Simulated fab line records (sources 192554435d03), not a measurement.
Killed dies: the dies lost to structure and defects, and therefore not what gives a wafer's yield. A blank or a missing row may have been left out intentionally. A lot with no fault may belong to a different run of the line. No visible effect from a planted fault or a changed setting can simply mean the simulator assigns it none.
The tool behind it: which one? / flow n5Finfet / Sampling: 10 lots, 30 wafers, 5 of 1938 route steps

== WHAT EACH GAUGE READ, for each wafer ==
N5_BEOL_M4_RC_MEAS_101. Usual: DIBL_N 35.7 mV/V, standard deviation 1.3; DIBL_P 36.0 mV/V, standard deviation 1.6; IOFF_N 0.154 nA/um, standard deviation 0.025; IOFF_P 0.21 nA/um, standard deviation 0.034; ION_N 675 uA/um, standard deviation 9.7; ION_P 465 uA/um, standard deviation 7.4; SS_N 71.3 mV/dec, standard deviation 0.55; SS_P 73.1 mV/dec, standard deviation 0.52; VT_N 250 mV, standard deviation 3; VT_P -249 mV, standard deviation 3.6.
lot=L552; measured=day 8 07:26; on=prober-01; DIBL_N (mV/V)=33.9 33.9 33.6; DIBL_P (mV/V)=34.2 34.5 34.4; IOFF_N (nA/um)=0.125 0.125 0.123; IOFF_P (nA/um)=0.19 0.19 0.18; ION_N (uA/um)=661 667 663; ION_P (uA/um)=463 458 451; SS_N (mV/dec)=71.2 70.9 70.6; SS_P (mV/dec)=72.3 73.0 72.5; VT_N (mV)=254 254 254; VT_P (mV)=-249 -251 -253; flag=
lot=L553; measured=day 8 12:58; on=prober-02; DIBL_N (mV/V)=36.9 35.7 36.6; DIBL_P (mV/V)=37.2 36.3 36.6; IOFF_N (nA/um)=0.169 0.149 0.161; IOFF_P (nA/um)=0.21 0.19 0.20; ION_N (uA/um)=677 678 678; ION_P (uA/um)=463 464 460; SS_N (mV/dec)=71.0 71.1 71.0; SS_P (mV/dec)=74.0 72.9 73.4; VT_N (mV)=245 250 247; VT_P (mV)=-251 -253 -251; flag=
lot=L555; measured=day 8 14:49; on=prober-02; DIBL_N (mV/V)=35.0 37.3 36.0; DIBL_P (mV/V)=35.1 38.5 36.1; IOFF_N (nA/um)=0.139 0.175 0.154; IOFF_P (nA/um)=0.21 0.26 0.22; ION_N (uA/um)=682 674 671; ION_P (uA/um)=471 465 460; SS_N (mV/dec)=71.7 72.3 72.0; SS_P (mV/dec)=72.5 74.1 72.7; VT_N (mV)=250 250 251; VT_P (mV)=-248 -245 -248; flag=
lot=L558; measured=day 9 22:26; on=prober-01; DIBL_N (mV/V)=34.2 35.7 34.2; DIBL_P (mV/V)=34.8 36.5 35.4; IOFF_N (nA/um)=0.125 0.151 0.129; IOFF_P (nA/um)=0.21 0.23 0.21; ION_N (uA/um)=667 676 662; ION_P (uA/um)=469 465 465; SS_N (mV/dec)=71.0 71.8 71.3; SS_P (mV/dec)=72.6 73.2 72.9; VT_N (mV)=251 251 254; VT_P (mV)=-248 -247 -247; flag=
lot=L563; measured=day 10 20:22; on=prober-01; DIBL_N (mV/V)=35.5 37.2 36.6; DIBL_P (mV/V)=34.5 36.2 35.7; IOFF_N (nA/um)=0.131 0.157 0.153; IOFF_P (nA/um)=0.17 0.20 0.18; ION_N (uA/um)=669 670 685; ION_P (uA/um)=456 454 458; SS_N (mV/dec)=70.7 71.0 71.5; SS_P (mV/dec)=74.0 73.5 74.0; VT_N (mV)=254 250 249; VT_P (mV)=-256 -255 -255; flag=
lot=L565; measured=day 11 02:43; on=prober-02; DIBL_N (mV/V)=37.6 37.9 38.0; DIBL_P (mV/V)=37.7 37.9 38.6; IOFF_N (nA/um)=0.174 0.182 0.188; IOFF_P (nA/um)=0.25 0.23 0.26; ION_N (uA/um)=689 676 684; ION_P (uA/um)=475 463 474; SS_N (mV/dec)=71.1 71.7 72.4; SS_P (mV/dec)=72.6 73.7 73.0; VT_N (mV)=246 247 247; VT_P (mV)=-246 -249 -246; flag=
lot=L566; measured=day 12 06:13; on=prober-02; DIBL_N (mV/V)=33.4 34.0 34.2; DIBL_P (mV/V)=33.0 33.0 33.6; IOFF_N (nA/um)=0.112 0.117 0.121; IOFF_P (nA/um)=0.17 0.16 0.17; ION_N (uA/um)=668 665 664; ION_P (uA/um)=469 460 456; SS_N (mV/dec)=70.9 70.6 70.5; SS_P (mV/dec)=73.2 72.9 73.1; VT_N (mV)=256 253 253; VT_P (mV)=-252 -253 -255; flag=
lot=L567; measured=day 12 06:58; on=prober-01; DIBL_N (mV/V)=36.2 34.1 34.1; DIBL_P (mV/V)=37.7 35.5 35.8; IOFF_N (nA/um)=0.176 0.140 0.139; IOFF_P (nA/um)=0.23 0.20 0.20; ION_N (uA/um)=683 684 678; ION_P (uA/um)=464 473 469; SS_N (mV/dec)=71.5 71.0 71.4; SS_P (mV/dec)=73.4 73.2 73.7; VT_N (mV)=246 249 248; VT_P (mV)=-247 -249 -247; flag=
lot=L568; measured=day 12 14:13; on=prober-01; DIBL_N (mV/V)=36.0 35.8 36.1; DIBL_P (mV/V)=35.6 35.8 35.7; IOFF_N (nA/um)=0.168 0.165 0.170; IOFF_P (nA/um)=0.22 0.22 0.22; ION_N (uA/um)=683 678 682; ION_P (uA/um)=467 471 469; SS_N (mV/dec)=71.6 71.2 71.2; SS_P (mV/dec)=73.3 73.4 73.1; VT_N (mV)=249 247 248; VT_P (mV)=-247 -248 -246; flag=
lot=L574; measured=day 13 14:23; on=prober-02; DIBL_N (mV/V)=36.9 36.3 37.2; DIBL_P (mV/V)=35.3 35.5 36.2; IOFF_N (nA/um)=0.160 0.151 0.168; IOFF_P (nA/um)=0.20 0.19 0.21; ION_N (uA/um)=671 673 680; ION_P (uA/um)=459 467 459; SS_N (mV/dec)=71.9 71.9 71.7; SS_P (mV/dec)=72.7 72.9 73.7; VT_N (mV)=249 249 249; VT_P (mV)=-252 -252 -251; flag=

== WHAT TOOL EACH LOT RAN ON (gives the tool, then ch and the chambers of the sampled wafers, and finally the start) ==
lot=L552; N5_BEOL_M1_ANNEAL_82=pvdSputter-02, day 6 22:05; N5_BEOL_M1_SPUTTER_92=pvdSputter-02, day 6 22:53; N5_BEOL_M1_SPUTTER_94=pvdSputter-02, day 6 23:06; N5_BEOL_M1_SPUTTER_96=pvdSputter-02, day 6 23:19
lot=L553; N5_BEOL_M1_ANNEAL_82=pvdSputter-01, day 7 01:33; N5_BEOL_M1_SPUTTER_92=pvdSputter-01, day 7 02:25; N5_BEOL_M1_SPUTTER_94=pvdSputter-01, day 7 02:39; N5_BEOL_M1_SPUTTER_96=pvdSputter-01, day 7 02:53
lot=L555; N5_BEOL_M1_ANNEAL_82=pvdSputter-02, day 7 01:41; N5_BEOL_M1_SPUTTER_92=pvdSputter-02, day 7 02:29; N5_BEOL_M1_SPUTTER_94=pvdSputter-02, day 7 02:42; N5_BEOL_M1_SPUTTER_96=pvdSputter-02, day 7 02:55
lot=L558; N5_BEOL_M1_ANNEAL_82=pvdSputter-03, day 8 03:30; N5_BEOL_M1_SPUTTER_92=pvdSputter-03, day 8 04:18; N5_BEOL_M1_SPUTTER_94=pvdSputter-03, day 8 04:31; N5_BEOL_M1_SPUTTER_96=pvdSputter-03, day 8 04:44
lot=L563; N5_BEOL_M1_ANNEAL_82=pvdSputter-02, day 9 07:12; N5_BEOL_M1_SPUTTER_92=pvdSputter-02, day 9 08:00; N5_BEOL_M1_SPUTTER_94=pvdSputter-02, day 9 08:13; N5_BEOL_M1_SPUTTER_96=pvdSputter-02, day 9 08:26
lot=L565; N5_BEOL_M1_ANNEAL_82=pvdSputter-03, day 9 16:23; N5_BEOL_M1_SPUTTER_92=pvdSputter-03, day 9 17:17; N5_BEOL_M1_SPUTTER_94=pvdSputter-03, day 9 17:32; N5_BEOL_M1_SPUTTER_96=pvdSputter-03, day 9 17:47
lot=L566; N5_BEOL_M1_ANNEAL_82=pvdSputter-03, day 10 06:29; N5_BEOL_M1_SPUTTER_92=pvdSputter-03, day 10 07:17; N5_BEOL_M1_SPUTTER_94=pvdSputter-03, day 10 07:31; N5_BEOL_M1_SPUTTER_96=pvdSputter-03, day 10 07:44
lot=L567; N5_BEOL_M1_ANNEAL_82=pvdSputter-01, day 10 16:20; N5_BEOL_M1_SPUTTER_92=pvdSputter-01, day 10 17:08; N5_BEOL_M1_SPUTTER_94=pvdSputter-01, day 10 17:21; N5_BEOL_M1_SPUTTER_96=pvdSputter-01, day 10 17:34
lot=L568; N5_BEOL_M1_ANNEAL_82=pvdSputter-03, day 10 16:39; N5_BEOL_M1_SPUTTER_92=pvdSputter-03, day 10 17:27; N5_BEOL_M1_SPUTTER_94=pvdSputter-03, day 10 17:40; N5_BEOL_M1_SPUTTER_96=pvdSputter-03, day 10 17:53
lot=L574; N5_BEOL_M1_ANNEAL_82=pvdSputter-02, day 12 00:25; N5_BEOL_M1_SPUTTER_92=pvdSputter-02, day 12 01:13; N5_BEOL_M1_SPUTTER_94=pvdSputter-02, day 12 01:26; N5_BEOL_M1_SPUTTER_96=pvdSputter-02, day 12 01:40
- N5_BEOL_M1_ANNEAL_82: time 240 s.
- N5_BEOL_M1_SPUTTER_92: material Cu, target thk 4.5 nm, time 8.29 s.
- N5_BEOL_M1_SPUTTER_94: material Cu, target thk 4.5 nm, time 8.29 s.
- N5_BEOL_M1_SPUTTER_96: material Cu, target thk 4.5 nm, time 8.29 s.

== AS READ BY THE TOOLS THEMSELVES (means over the sampled wafers that have a number; for cases with no such wafer, the mark the record gives instead) ==
N5_BEOL_M1_ANNEAL_82. Usual: heaterPowerW at 845 W, with a standard deviation of 86.
lot=L552; tool=pvdSputter-02; heaterPowerW (W)=862; flag=
lot=L553; tool=pvdSputter-01; heaterPowerW (W)=852; flag=
lot=L555; tool=pvdSputter-02; heaterPowerW (W)=908; flag=
lot=L558; tool=pvdSputter-03; heaterPowerW (W)=886; flag=
lot=L563; tool=pvdSputter-02; heaterPowerW (W)=805; flag=
lot=L565; tool=pvdSputter-03; heaterPowerW (W)=875; flag=
lot=L566; tool=pvdSputter-03; heaterPowerW (W)=864; flag=
lot=L567; tool=pvdSputter-01; heaterPowerW (W)=924; flag=
lot=L568; tool=pvdSputter-03; heaterPowerW (W)=817; flag=
lot=L574; tool=pvdSputter-02; heaterPowerW (W)=900; flag=

N5_BEOL_M1_SPUTTER_92. Usual: chamberPressurePa 0.07002 Pa, standard deviation 0.00013; chuckGasFlowSccm 1.27 sccm, standard deviation 0.053; throttleValvePct 29.5 %, standard deviation 1.2.
lot=L552; tool=pvdSputter-02; chamberPressurePa (Pa)=0.06993; chuckGasFlowSccm (sccm)=1.27; throttleValvePct (%)=28.0; flag=
lot=L553; tool=pvdSputter-01; chamberPressurePa (Pa)=0.06998; chuckGasFlowSccm (sccm)=1.30; throttleValvePct (%)=28.9; flag=
lot=L555; tool=pvdSputter-02; chamberPressurePa (Pa)=0.07003; chuckGasFlowSccm (sccm)=1.34; throttleValvePct (%)=29.4; flag=
lot=L558; tool=pvdSputter-03; chamberPressurePa (Pa)=0.07006; chuckGasFlowSccm (sccm)=1.28; throttleValvePct (%)=30.2; flag=
lot=L563; tool=pvdSputter-02; chamberPressurePa (Pa)=0.07009; chuckGasFlowSccm (sccm)=1.21; throttleValvePct (%)=28.7; flag=
lot=L565; tool=pvdSputter-03; chamberPressurePa (Pa)=0.06993; chuckGasFlowSccm (sccm)=1.28; throttleValvePct (%)=30.1; flag=
lot=L566; tool=pvdSputter-03; chamberPressurePa (Pa)=0.07014; chuckGasFlowSccm (sccm)=1.29; throttleValvePct (%)=30.4; flag=
lot=L567; tool=pvdSputter-01; chamberPressurePa (Pa)=0.06999; chuckGasFlowSccm (sccm)=1.27; throttleValvePct (%)=29.6; flag=
lot=L568; tool=pvdSputter-03; chamberPressurePa (Pa)=0.07013; chuckGasFlowSccm (sccm)=1.25; throttleValvePct (%)=29.6; flag=
lot=L574; tool=pvdSputter-02; chamberPressurePa (Pa)=0.06996; chuckGasFlowSccm (sccm)=1.26; throttleValvePct (%)=28.8; flag=

N5_BEOL_M1_SPUTTER_94. Usual: chamberPressurePa 0.07001 Pa, standard deviation 0.00012; chuckGasFlowSccm 1.27 sccm, standard deviation 0.056; throttleValvePct 29.5 %, standard deviation 1.2.
lot=L552; tool=pvdSputter-02; chamberPressurePa (Pa)=0.07003; chuckGasFlowSccm (sccm)=1.31; throttleValvePct (%)=28.0; flag=
lot=L553; tool=pvdSputter-01; chamberPressurePa (Pa)=0.06988; chuckGasFlowSccm (sccm)=1.23; throttleValvePct (%)=28.9; flag=
lot=L555; tool=pvdSputter-02; chamberPressurePa (Pa)=0.07005; chuckGasFlowSccm (sccm)=1.30; throttleValvePct (%)=29.4; flag=
lot=L558; tool=pvdSputter-03; chamberPressurePa (Pa)=0.07013; chuckGasFlowSccm (sccm)=1.27; throttleValvePct (%)=30.1; flag=
lot=L563; tool=pvdSputter-02; chamberPressurePa (Pa)=0.07001; chuckGasFlowSccm (sccm)=1.26; throttleValvePct (%)=28.4; flag=
lot=L565; tool=pvdSputter-03; chamberPressurePa (Pa)=0.07005; chuckGasFlowSccm (sccm)=1.28; throttleValvePct (%)=30.2; flag=
lot=L566; tool=pvdSputter-03; chamberPressurePa (Pa)=0.07003; chuckGasFlowSccm (sccm)=1.31; throttleValvePct (%)=30.4; flag=
lot=L567; tool=pvdSputter-01; chamberPressurePa (Pa)=0.07009; chuckGasFlowSccm (sccm)=1.21; throttleValvePct (%)=29.7; flag=
lot=L568; tool=pvdSputter-03; chamberPressurePa (Pa)=0.07016; chuckGasFlowSccm (sccm)=1.24; throttleValvePct (%)=29.5; flag=
lot=L574; tool=pvdSputter-02; chamberPressurePa (Pa)=0.06991; chuckGasFlowSccm (sccm)=1.24; throttleValvePct (%)=28.9; flag=

N5_BEOL_M1_SPUTTER_96. Usual: chamberPressurePa 0.07002 Pa, standard deviation 0.00013; chuckGasFlowSccm 1.27 sccm, standard deviation 0.051; throttleValvePct 29.5 %, standard deviation 1.2.
lot=L552; tool=pvdSputter-02; chamberPressurePa (Pa)=0.07004; chuckGasFlowSccm (sccm)=1.23; throttleValvePct (%)=28.0; flag=
lot=L553; tool=pvdSputter-01; chamberPressurePa (Pa)=0.07012; chuckGasFlowSccm (sccm)=1.24; throttleValvePct (%)=29.0; flag=
lot=L555; tool=pvdSputter-02; chamberPressurePa (Pa)=0.07005; chuckGasFlowSccm (sccm)=1.25; throttleValvePct (%)=29.5; flag=
lot=L558; tool=pvdSputter-03; chamberPressurePa (Pa)=0.06997; chuckGasFlowSccm (sccm)=1.30; throttleValvePct (%)=30.3; flag=
lot=L563; tool=pvdSputter-02; chamberPressurePa (Pa)=0.07011; chuckGasFlowSccm (sccm)=1.21; throttleValvePct (%)=28.6; flag=
lot=L565; tool=pvdSputter-03; chamberPressurePa (Pa)=-; chuckGasFlowSccm (sccm)=-; throttleValvePct (%)=-; flag=OFF
lot=L566; tool=pvdSputter-03; chamberPressurePa (Pa)=-; chuckGasFlowSccm (sccm)=-; throttleValvePct (%)=-; flag=OFF
lot=L567; tool=pvdSputter-01; chamberPressurePa (Pa)=-; chuckGasFlowSccm (sccm)=-; throttleValvePct (%)=-; flag=OFF
lot=L568; tool=pvdSputter-03; chamberPressurePa (Pa)=0.06996; chuckGasFlowSccm (sccm)=1.26; throttleValvePct (%)=29.5; flag=
lot=L574; tool=pvdSputter-02; chamberPressurePa (Pa)=0.06990; chuckGasFlowSccm (sccm)=1.28; throttleValvePct (%)=28.9; flag=

== THE ANSWER, worked out from the rows above alone ==
Rule: a lot counts as off when the mean over its wafers that have a number is more than 3 standard deviations away from the usual mean. Also off: a lot with no number at a reading for which 4 or more lots have one. The other lots that the step has rows for count as sound. The gauges are gone through in route order, then the tools' own readings, and for those a lot's mean is taken as printed above. At the first step where some lot is off, the reading lying furthest off is the one used; lots without a number count as furthest.
Off at N5_BEOL_M1_SPUTTER_96 (chamberPressurePa): L565, L566, L567. Without a number there: L565, L566, L567.
If a tool, at that step or one of the process steps before it, ran each lot that is off and ran no sound lot following the first of them, it fits. Of those tried, none fits.

== WHAT HAD BEEN PUT IN BY THE SIMULATOR ==
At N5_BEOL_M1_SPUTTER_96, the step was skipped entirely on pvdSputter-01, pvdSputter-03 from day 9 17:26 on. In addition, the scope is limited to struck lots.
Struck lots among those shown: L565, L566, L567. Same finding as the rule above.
